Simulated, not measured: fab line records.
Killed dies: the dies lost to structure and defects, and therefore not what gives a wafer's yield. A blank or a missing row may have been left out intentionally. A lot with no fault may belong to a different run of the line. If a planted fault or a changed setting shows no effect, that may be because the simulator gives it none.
2 desks, one fault -- flow n5Finfet -- numbers are kept per desk, each desk with only its own; the story behind them comes last

FROM THE METROLOGY DESK
Means of the sampled wafers that have a number, per lot and without regard to the tool the lot ran on: this is what the gauges read. A lot is out of limits, marked OUT, if its mean lies more than 4 standard deviations from the usual mean; the brackets give that distance. Shown here are 7 of its 12 readings, the ones lying furthest out on some lot.
Columns: A = VG_OVL at N5_MOL_CONTACT_COAG_OVL_MEAS_85, usual 0.2 nm; B = DIBL_P at N5_BEOL_M4_RC_MEAS_101, usual 36.5 mV/V; C = ION_N at N5_BEOL_M4_RC_MEAS_101, usual 675 uA/um; D = ION_P at N5_BEOL_M4_RC_MEAS_101, usual 465 uA/um; E = SS_N at N5_BEOL_M4_RC_MEAS_101, usual 71.5 mV/dec; F = SS_P at N5_BEOL_M4_RC_MEAS_101, usual 73.3 mV/dec; G = VT_P at N5_BEOL_M4_RC_MEAS_101, usual -249.1 mV
lot,first seen here,A,B,C,D,E,F,G
L415,day 5 02:23,0.5,38.0,681,471,71.7,73.2,-246.9
L416,day 5 07:49,0.7,36.4,676,471,71.2,73.0,-244.4
L422,day 6 20:33,0.1,33.8,673,462,71.5,72.5,-251.5
L426,day 7 21:02,-0.5,34.1,673,463,71.2,73.2,-250.9
L427,day 8 03:13,1.0,38.6,685,468,72.4,73.3,-248.1
L429,day 8 13:56,0.6,35.1,666,460,71.8,73.2,-249.8
L433,day 9 15:50,-1.1,37.9,671,461,71.9,73.5,-245.7
L435,day 10 07:38,0.2,35.9,683,470,71.8,73.4,-246.5
L437,day 10 14:09,0.1,39.4,692,475,71.8,74.2,-248.1
L438,day 10 18:13,-0.4,37.5,683,474,71.1,73.6,-247.4
This desk found nothing out of limits on any of the 10 lots.

AT THE TOOL OWNER'S DESK: rieDiel-05
The tool's own readings at N5_MOL_CONTACT_COAG_ETCHBACK_135 (etches SiO2 in CHF3, target depth 25 nm, time 16.7 s): means of the sampled wafers that have a number, for each lot that ran on this tool. A lot is out of limits, marked OUT, if its mean lies more than 4 standard deviations from the usual mean; the brackets give that distance.
Columns: A = CHF3_flow_sccm at N5_MOL_CONTACT_COAG_ETCHBACK_135, usual 50.01 sccm; B = drypumpMotorCurrentA at N5_MOL_CONTACT_COAG_ETCHBACK_135, usual 5.6 A; C = oesProductAu at N5_MOL_CONTACT_COAG_ETCHBACK_135, usual 0.80 a.u.; D = rfVppV at N5_MOL_CONTACT_COAG_ETCHBACK_135, usual 524 V; E = showerheadPlenumPTorr at N5_MOL_CONTACT_COAG_ETCHBACK_135, usual 2.36 Torr; F = throttleValvePct at N5_MOL_CONTACT_COAG_ETCHBACK_135, usual 18.65 %
lot,first seen here,A,B,C,D,E,F
L415,day 5 03:08,50.03,6.0,0.70,528,2.33,18.80
L422,day 6 21:10,49.85,5.9,0.69,528,2.33,18.90
L426,day 7 21:42,50.12,6.0,1.07,520,2.41,18.56
L429,day 8 14:28,49.96,6.1,1.03,525,2.38,18.53
This desk found nothing out of limits on any of the 4 lots.

ALL TOGETHER
From the metrology desk's view, nothing was out of limits.
The tool owner's desk saw nothing out of limits.

WHAT THE SIMULATOR HAD PUT IN
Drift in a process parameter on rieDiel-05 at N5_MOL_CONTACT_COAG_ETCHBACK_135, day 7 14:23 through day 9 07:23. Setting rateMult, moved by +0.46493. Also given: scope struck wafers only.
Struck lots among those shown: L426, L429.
